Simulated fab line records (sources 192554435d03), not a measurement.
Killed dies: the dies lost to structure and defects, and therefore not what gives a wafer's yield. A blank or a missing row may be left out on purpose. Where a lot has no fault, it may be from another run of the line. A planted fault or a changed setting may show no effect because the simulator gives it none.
Code-filled problem report in 8D (eight disciplines) form ; flow n5 finfet ; the parts of the form that need people (team, actions taken, sign-off) are left out

## 1. WHAT WENT WRONG
Wafers without a fault read 100.00 C, standard deviation 0.12; susceptor temp C at N5_BEOL_M3_ALD_98 reads a mean of 92.65 C on 3 wafers belonging to 2 lots. Relative to the usual mean, that is a shift of -61 standard deviations.
The step: deposits SiO2, target thk 2.5 nm, pulse time 1 s, co reactant pulse time 1 s.
First observed at day 11 16:37: wafer L647.1, on ald sin-01. The record holds 27 wafers of 9 lots with a number at this step. Rule for "out" (also "out of limits"): further than 4 standard deviations from the usual mean. All remaining wafers that have a number are taken as sound.

## 2. WHAT IT IS; WHAT IT IS NOT
question;is;is not
which readings at this step;susceptor temp C;heater power w
which lots;L647, L650;L629, L630, L633, L636, L640, L642, L643
which wafers of those lots;L647.1, L647.5, L650.4;L647.2, L650.1, L650.6
read on which tools;ald sin-01;ald sin-02, ald sin-04
when;from day 11 16:37;"up to then (22 sound wafers); but 2 sound wafers of L650 came after"

## 3. THE SUSPECTS, EACH WITH WHAT RULES IT OUT
Counting: if a tool at a process step up to the reading ran every lot that is out, it stays a suspect. Sound lots after the first of them don't rule it out here, since some wafers of a struck lot are sound.
- rie metal-03 at N5_BEOL_M3_HM_OPEN_17 (chemistry Cl2/BCl3, target TiN, target depth 20 nm, overetch 6 nm): kept. It ran every lot that is out, first L647 (day 11 15:50).
- ald sin-01 at N5_BEOL_M3_ALD_98 (deposits SiO2, target thk 2.5 nm, pulse time 1 s, co reactant pulse time 1 s): kept. It processed each lot that is out (first: L647, day 11 16:37); up to then, its last sound lot is L643 (day 10 21:47). On those wafers its own readings are out: susceptor temp C.
- Within ald sin-01 at N5_BEOL_M3_ALD_98, the wafers that are out were processed in chamber 3 and their sound lot-mates in chamber 2.
After counting, rie metal-03 at N5_BEOL_M3_HM_OPEN_17 and ald sin-01 at N5_BEOL_M3_ALD_98 remain.

## 4. THE CAUSE (what the simulator had put in)
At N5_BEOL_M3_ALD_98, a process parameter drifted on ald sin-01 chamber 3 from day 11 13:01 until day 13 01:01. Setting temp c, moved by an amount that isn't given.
Counting left 2 suspects, and this tool is among them.

## 5. THE EFFECT CHAIN, in route order
One row per reading whose mean, taken over the struck wafers that have a number, lies over 3 standard deviations from the usual. Readings are gone through only where the record gives a usual standard deviation; hours: the median, over the lots, of the time from a lot's start at the first step in this table giving one to that lot's start at this step; sigmas: the change measured in usual standard deviations.
hours;step;reading;usual;on struck wafers;change;sigmas
0;N5_BEOL_M3_ALD_98;susceptor temp C;100.00 C;92.65;-7.35;-61
Its process steps:
- N5_BEOL_M3_ALD_98: deposits SiO2, target thk 2.5 nm, pulse time 1 s, co reactant pulse time 1 s.
Later steps that measure or inspect, where all struck wafers having a row at the step show a number for every such reading and not one has moved that far: N5_BEOL_M4_RC_MEAS_101.

## 6. HOW IT WOULD HAVE BEEN CAUGHT EARLIER
4 hours passed between the start of the fault at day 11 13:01 and the first reading out of limits in this record, taken at day 11 16:37.
